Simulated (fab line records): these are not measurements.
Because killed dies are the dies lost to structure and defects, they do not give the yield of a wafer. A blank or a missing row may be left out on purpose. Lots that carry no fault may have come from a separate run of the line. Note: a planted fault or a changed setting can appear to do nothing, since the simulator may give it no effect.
Struck lot and sound lot, side by side    flow nandHarc    44 out of 1159 route steps
Sound: the wafers L841.1, L841.2, L841.3. Struck: wafers L845.2, L845.3, L845.4. At the end, the cause is stated.
For every step that has rows: the tool of each side, followed by ch and its chambers, followed by its first start. Under that, the readings that differ: sound wafers    struck wafers    difference of the means    sigmas: that difference in standard deviations of wafers without a fault.
alike: readings with means less than 2 such deviations apart, plus words and numbers identical on both sides. not compared: withheld readings, readings lacking a value on some wafer, bounds such as >300 that could conceal the same value, and numbers that have no deviation in the record and whose values overlap.
The two part at a step that has a row with sigmas, a row that says differs or no value, or rows on one side only. Non-overlapping numbers with no deviation appear without sigmas and do not part them. Lack of a reading on every wafer of one side parts them only where that side has two or more wafers.

first, 3 steps without rows for these wafers: NHARC_P_STI_STRIP_19 (strips in SPM, time 900 s); NHARC_P_STI_PRECLEAN_32 (cleans in SC1); NHARC_P_STI_SRD_23.
NHARC_P_STI_OCD_MEAS_43:
  sound on ocd-01 at day 4 20:08; struck on ocd-02 at day 5 18:09
  alike: trenchDepthNm, trenchFootCdNm
then, 3 steps without rows for these wafers: NHARC_P_STI_OXIDE_33 (material SiO2, target thk 10 nm, ox time 281 s); NHARC_P_STI_HDPCVD_20 (deposits SiO2); NHARC_P_STI_ANNEAL_34 (time 1800 s).
NHARC_P_STI_CMP_21: polishes, t overpolish 20 s, target thk 380.67 nm.
  sound on cmp-03 ch 1,2,3, day 5 17:50; struck on cmp-01 ch 0,2,3, day 6 13:33
  alike: motorCurrentA, overpolishRunS
then, 3 steps without rows for these wafers: NHARC_P_STI_SRD_35; NHARC_P_STI_ETCH_36 (etches SiO2 in dHF, target depth 38.8 nm); NHARC_P_STI_STRIP_24 (strips Si3N4 in H3PO4).
NHARC_P_STI_ETCH_37: etches SiO2 in dHF, target depth 11 nm.
  sound on wetBench-07 ch 1,4,5, day 5 18:12; struck on wetBench-02 ch 0,1,4, day 6 13:55
then, 3 steps without rows for these wafers: NHARC_P_STI_PRECLEAN_38 (cleans in SC1); NHARC_P_STI_SRD_39; NHARC_P_STI_OXIDE_40 (material SiO2, target thk 10 nm, ox time 1362 s).
NHARC_P_STI_INSPECT_25:
  sound on defectInspect-02 at day 6 07:46; struck on defectInspect-02 at day 6 22:04
reading         sound        struck       difference  sigmas
rawDefectCount  176 137 213  801 714 706  +565        +6
then, 12 steps without rows for these wafers: NHARC_P_GATE_ETCH_69 (etches SiO2 in dHF, target depth 14 nm); NHARC_P_GATE_PRECLEAN_70 (cleans in SC1); NHARC_P_GATE_SRD_01; NHARC_P_GATE_OXIDE_02 (material SiO2, target thk 37.5 nm, ox time 365 s); NHARC_P_GATE_DEHYDRATE_03 (time 120 s); NHARC_P_GATE_HMDS_04 (time 30 s); NHARC_P_GATE_COAT_05; NHARC_P_GATE_SOFTBAKE_06 (time 95 s); NHARC_P_GATE_EBR_07; NHARC_P_GATE_EXPOSE_08 (exposes mask P HV); NHARC_P_GATE_PEB_09 (peb time 85 s); NHARC_P_GATE_DEVELOP_10 (time 70 s).
NHARC_P_GATE_CD_MEAS_11: target cd 1640 nm.
  sound on cdSem-03 ch 0, day 6 16:05; struck on cdSem-02 ch 0, day 7 06:07
  alike: cdNm
then, 1 step without rows for these wafers: NHARC_P_GATE_HARDBAKE_12 (time 80 s).
NHARC_P_GATE_DESCUM_13: chemistry O2, time 3 s.
  sound on rieDiel-12 ch 0,1,2, day 6 16:20; struck on rieDiel-12 ch 0,2,3, day 7 06:16
reading              sound     struck    difference  sigmas
rfHoursCounterH (h)  33 34 33  38 39 40  +6          
  alike: drypumpMotorCurrentA, oesProductAu, rfVppV, showerheadPlenumPTorr, throttleValvePct
then, 6 steps without rows for these wafers: NHARC_P_GATE_ETCH_14 (etches SiO2 in dHF, target depth 48.8 nm); NHARC_P_GATE_STRIP_15 (strips in SPM, time 780 s); NHARC_P_GATE_PRECLEAN_71 (cleans in SC1); NHARC_P_GATE_SRD_72; NHARC_P_GATE_OXIDE_16 (material SiO2, target thk 3 nm, ox time 392 s); NHARC_P_GATE_CVD_17 (deposits poly-Si, target thk 150 nm, time 900 s).
NHARC_P_GATE_HM_DEP_102: deposits aC, target thk 120 nm.
  sound on aclDep-02 ch 0, day 7 04:23; struck on aclDep-01 ch 0, day 7 19:02
  alike: throttleValvePct
NHARC_P_GATE_DEP_103: deposits SiON, target thk 30 nm.
  sound on pecvd-04 ch 0,1,2, day 7 05:03; struck on pecvd-04 ch 0,2, day 7 19:37
  alike: heaterPowerW
then, 2 steps without rows for these wafers: NHARC_P_GATE_DEHYDRATE_18 (time 120 s); NHARC_P_GATE_HMDS_19 (time 30 s).
NHARC_P_GATE_INSPECT_28:
  sound on defectInspect-01 at day 7 05:51; struck on defectInspect-02 at day 7 20:16
reading         sound    struck       difference  sigmas
rawDefectCount  6 11 11  545 537 563  +539        +99 or more
NHARC_P_GATE_INSPECT_68:
  sound on defectInspect-01 at day 8 02:43; struck on defectInspect-01 at day 8 15:13
reading         sound        struck       difference  sigmas
rawDefectCount  212 140 225  715 753 699  +530        +6
-- jump in the record: it breaks off in module P_GATE and resumes in module END (first step shown: number 1159 of the route), and 13 days separate the struck wafers' starts before and after --
NHARC_END_SORT_01:
  only the struck wafers appear in the record here, on prober-01 ch 0 at day 21 21:32; the sound ones have no rows

## WHERE THEY PART
Earliest at NHARC_P_STI_INSPECT_25; latest, in this record, at NHARC_END_SORT_01.

WHY: the cause the simulator had injected
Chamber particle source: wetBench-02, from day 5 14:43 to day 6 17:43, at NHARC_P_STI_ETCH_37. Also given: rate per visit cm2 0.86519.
